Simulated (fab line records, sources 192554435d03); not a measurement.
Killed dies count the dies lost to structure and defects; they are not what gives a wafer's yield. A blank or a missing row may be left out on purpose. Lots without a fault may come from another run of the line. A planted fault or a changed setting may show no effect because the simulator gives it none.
Which tool did it? ; flow n5-finfet ; 25 wafers from 9 lots sampled at 6 of the route's 1938 steps

## WHAT THE GAUGES SHOWED, per wafer
N5_BEOL_M1_OCD_MEAS_38. Usual: trench-depth-nm 55.2 nm, standard deviation 0.88.
lot;measured;on;trench-depth-nm (nm);flag
L868;day 6 06:53;ocd-01;55.4 54.7 55.6;
L870;day 6 20:01;ocd-02;53.4 55.1 54.3;
L876;day 10 05:11;ocd-02;86.0 86.1;OFF
L877;day 10 08:54;ocd-01;86.3 56.5;OFF
L883;day 12 11:09;ocd-01;55.3 55.8 55.7;
L887;day 12 19:17;ocd-02;53.7 55.6 55.6;
L890;day 13 22:55;ocd-01;55.2 55.2 53.4;
L889;day 13 22:56;ocd-02;57.0 56.3 54.9;
L891;day 14 00:11;ocd-01;55.1 56.2 54.7;

N5_BEOL_M1_CD_MEAS_35: target cd 18 nm, target cd y 21 nm. Usual: cd-nm 18.00 nm, standard deviation 0.27.
lot;measured;on;cd-nm (nm);flag
L868;day 6 07:02;cd-sem-01;18.61 18.17 17.68;
L870;day 6 20:10;cd-sem-02;18.33 18.20 18.18;
L876;day 10 05:20;cd-sem-01;19.24 18.89;OFF
L877;day 10 09:03;cd-sem-03;18.38 18.14;
L883;day 12 11:19;cd-sem-03;18.52 17.74 17.92;
L887;day 12 19:26;cd-sem-02;18.21 18.28 18.15;
L890;day 13 23:05;cd-sem-03;17.93 17.75 17.75;
L889;day 13 23:05;cd-sem-02;17.75 17.51 17.82;
L891;day 14 00:20;cd-sem-01;18.07 18.42 18.10;

N5_BEOL_M4_RC_MEAS_101. Usual: DIBL_N 36.5 mV/V, standard deviation 1.2; DIBL_P 36.5 mV/V, standard deviation 1.6; IOFF_N 0.162 nA/um, standard deviation 0.023; IOFF_P 0.221 nA/um, standard deviation 0.03; ION_N 678 uA/um, standard deviation 8; ION_P 466 uA/um, standard deviation 6.3; SS_N 71.6 mV/dec, standard deviation 0.46; SS_P 73.3 mV/dec, standard deviation 0.57; VT_N 249.2 mV, standard deviation 2.6; VT_P -249 mV, standard deviation 3.3.
lot;measured;on;DIBL_N (mV/V);DIBL_P (mV/V);IOFF_N (nA/um);IOFF_P (nA/um);ION_N (uA/um);ION_P (uA/um);SS_N (mV/dec);SS_P (mV/dec);VT_N (mV);VT_P (mV);flag
L868;day 8 15:49;prober-02;38.6 36.6 37.1;36.2 34.8 34.5;0.178 0.144 0.149;0.225 0.207 0.197;683 665 679;463 460 463;71.8 71.2 72.2;73.7 73.2 72.9;247.0 249.8 249.5;-252 -250 -252;
L870;day 11 02:35;prober-02;35.9 38.2 34.9;36.2 38.8 34.9;0.143 0.187 0.126;0.197 0.249 0.177;676 691 664;470 468 458;71.2 71.9 71.0;73.5 74.2 73.4;251.3 247.9 253.5;-252 -249 -254;
L877;day 12 02:04;prober-02;38.1;37.2;0.179;0.227;678;468;72.0;72.6;247.2;-252;
L883;day 14 00:28;prober-02;36.4 35.2 35.3;36.0 34.9 34.5;0.158 0.139 0.131;0.192 0.184 0.173;674 671 667;459 460 463;72.3 71.1 71.5;73.2 73.0 72.2;247.5 249.5 254.4;-252 -252 -253;
L887;day 14 12:09;prober-02;38.8 36.4 38.4;39.4 36.0 38.4;0.225 0.173 0.204;0.302 0.244 0.288;700 682 687;475 471 479;72.1 71.6 71.8;74.0 72.6 74.0;243.9 246.0 246.0;-244 -245 -244;
L890;day 15 21:52;prober-02;36.5 34.9 34.3;36.1 33.7 34.0;0.189 0.157 0.154;0.268 0.225 0.230;692 680 686;478 474 477;71.5 71.4 71.4;73.4 72.5 72.6;246.6 248.0 248.0;-241 -245 -246;
L889;day 16 01:32;prober-02;37.5 37.1 35.6;37.2 36.5 34.3;0.169 0.147 0.125;0.210 0.203 0.176;675 669 668;462 462 459;72.1 72.0 70.9;73.1 72.9 73.2;250.7 251.4 253.9;-251 -249 -252;
L891;day 16 07:52;prober-02;38.1 37.7 39.2;38.1 36.9 38.9;0.181 0.170 0.206;0.251 0.233 0.258;678 691 690;468 469 463;72.3 72.2 72.1;74.5 74.4 73.9;248.3 249.1 245.9;-249 -247 -249;

## EACH LOT AND THE TOOL THAT RAN IT (in order: tool; ch and the chambers of the sampled wafers; start)
lot;N5_BEOL_M1_STRIP_36;N5_BEOL_M1_TRENCH_ETCH_37;N5_BEOL_M1_PRE_CLEAN_45
L868;rie-diel-02 ch 1,2, day 6 06:41;rie-diel-02 ch 1,2, day 6 06:44;pvd-sputter-03, day 6 07:37
L870;rie-diel-02 ch 0,2, day 6 19:49;rie-diel-02 ch 0,2, day 6 19:52;pvd-sputter-02, day 6 20:29
L876;rie-diel-02 ch 0,2, day 10 04:59;rie-diel-02 ch 0,2, day 10 05:02;pvd-sputter-01, day 10 05:57
L877;rie-diel-02 ch 0,2, day 10 08:42;rie-diel-02 ch 0,2, day 10 08:44;pvd-sputter-02, day 10 09:15
L883;rie-diel-05 ch 2,3, day 12 10:57;rie-diel-05 ch 2,3, day 12 10:59;pvd-sputter-01, day 12 12:01
L887;rie-diel-05 ch 0,1,3, day 12 19:05;rie-diel-05 ch 0,1,3, day 12 19:08;pvd-sputter-03, day 12 19:34
L890;rie-diel-05 ch 0,2,3, day 13 22:44;rie-diel-05 ch 0,2,3, day 13 22:46;pvd-sputter-02, day 13 23:10
L889;rie-diel-02 ch 0,2,3, day 13 22:44;rie-diel-02 ch 0,2,3, day 13 22:46;pvd-sputter-03, day 13 23:11
L891;rie-diel-02 ch 1,2,3, day 13 23:59;rie-diel-02 ch 1,2,3, day 14 00:01;pvd-sputter-03, day 14 00:32
- N5_BEOL_M1_STRIP_36: strips in N2/H2.
- N5_BEOL_M1_TRENCH_ETCH_37: etches SiOC in C4F6/O2, target depth 55.207 nm, time 29 s.
- N5_BEOL_M1_PRE_CLEAN_45: time 30 s.

## AS READ BY THE TOOLS THEMSELVES (means over the sampled wafers that have a number; for cases with no such wafer, the mark the record gives instead)
N5_BEOL_M1_STRIP_36. Usual: drypump-motor-current-A 5.7 A, standard deviation 0.42; oes-product-au 0.78 a.u., standard deviation 0.091; rf-vpp-V 59.2 V, standard deviation 1.6; showerhead-plenum-p-Torr 2.51 Torr, standard deviation 0.077; throttle-valve-pct 23.77 %, standard deviation 0.19.
lot;tool;drypump-motor-current-A (A);oes-product-au (a.u.);rf-vpp-V (V);showerhead-plenum-p-Torr (Torr);throttle-valve-pct (%);flag
L868;rie-diel-02;5.9;0.85;58.3;2.47;23.74;
L870;rie-diel-02;5.2;0.76;58.5;2.56;23.88;
L876;rie-diel-02;5.4;0.91;59.6;2.54;23.66;
L877;rie-diel-02;5.4;0.92;57.7;2.53;23.66;
L883;rie-diel-05;6.3;0.80;58.0;2.51;23.80;
L887;rie-diel-05;5.9;0.77;61.4;2.53;23.71;
L890;rie-diel-05;6.1;0.77;60.4;2.50;23.69;
L889;rie-diel-02;5.6;0.82;60.8;2.48;23.73;
L891;rie-diel-02;5.9;0.75;58.7;2.43;23.86;

N5_BEOL_M1_TRENCH_ETCH_37. Usual: value, then standard deviation, for each; bias-w 185.0 W / 0.56; drypump-motor-current-A 5.7 A / 0.42; oes-product-au 0.78 a.u. / 0.091; rf-fwd-power-W 350.7 W / 1.3; rf-vpp-V 664 V / 5.7; showerhead-plenum-p-Torr 2.81 Torr / 0.082; throttle-valve-pct 20.92 % / 0.17.
lot;tool;bias-w (W);drypump-motor-current-A (A);oes-product-au (a.u.);rf-fwd-power-W (W);rf-vpp-V (V);showerhead-plenum-p-Torr (Torr);throttle-valve-pct (%);flag
L868;rie-diel-02;185.1;5.9;0.84;350.9;663;2.77;20.93;
L870;rie-diel-02;184.7;5.2;0.74;350.9;665;2.87;21.04;
L876;rie-diel-02;185.2;5.4;1.24;351.2;664;2.84;20.89;OFF
L877;rie-diel-02;184.6;5.4;1.06;350.9;665;2.84;20.87;OFF
L883;rie-diel-05;185.0;6.3;0.80;350.2;669;2.82;21.09;
L887;rie-diel-05;185.3;5.9;0.76;348.9;668;2.84;20.86;
L890;rie-diel-05;185.1;6.1;0.77;350.4;666;2.81;20.94;
L889;rie-diel-02;184.5;5.6;0.81;350.9;660;2.79;20.85;
L891;rie-diel-02;184.9;5.9;0.76;350.8;657;2.73;20.96;

N5_BEOL_M1_PRE_CLEAN_45. Usual: heater-power-w 334 W, standard deviation 37; susceptor-temp-C 250.00 C, standard deviation 0.17.
lot;tool;heater-power-w (W);susceptor-temp-C (C);flag
L868;pvd-sputter-03;286;249.84;
L870;pvd-sputter-02;356;250.07;
L876;pvd-sputter-01;344;249.82;
L877;pvd-sputter-02;357;250.07;
L883;pvd-sputter-01;369;249.95;
L887;pvd-sputter-03;304;250.01;
L890;pvd-sputter-02;368;249.81;
L889;pvd-sputter-03;312;250.14;
L891;pvd-sputter-03;308;249.95;

## THE ANSWER, worked out from the rows above alone
Rule: a lot is off if the mean of its wafers that have a number lies more than 3 standard deviations from the usual mean. Also off: a lot with no number at a reading for which 4 or more lots have one. Any other lot the step has rows for is counted as sound. After the gauges, taken in route order, come the tools' own readings; for these a lot's mean is taken, as printed above. The first step at which some lot is off is used, and at that step the reading that is off furthest; a lot without a number counts as furthest.
Off: L876, L877 (N5_BEOL_M1_OCD_MEAS_38, trench-depth-nm).
If a tool, at a process step before that reading, ran all the lots that are off and no sound lot after the first of them, it fits. Not tried: the gauges at N5_BEOL_M1_OCD_MEAS_38; whatever is off there is also off at N5_BEOL_M1_TRENCH_ETCH_37, on other tools, and gauge error can't account for it. None of those tried fits.

## WHAT THE SIMULATOR PUT IN
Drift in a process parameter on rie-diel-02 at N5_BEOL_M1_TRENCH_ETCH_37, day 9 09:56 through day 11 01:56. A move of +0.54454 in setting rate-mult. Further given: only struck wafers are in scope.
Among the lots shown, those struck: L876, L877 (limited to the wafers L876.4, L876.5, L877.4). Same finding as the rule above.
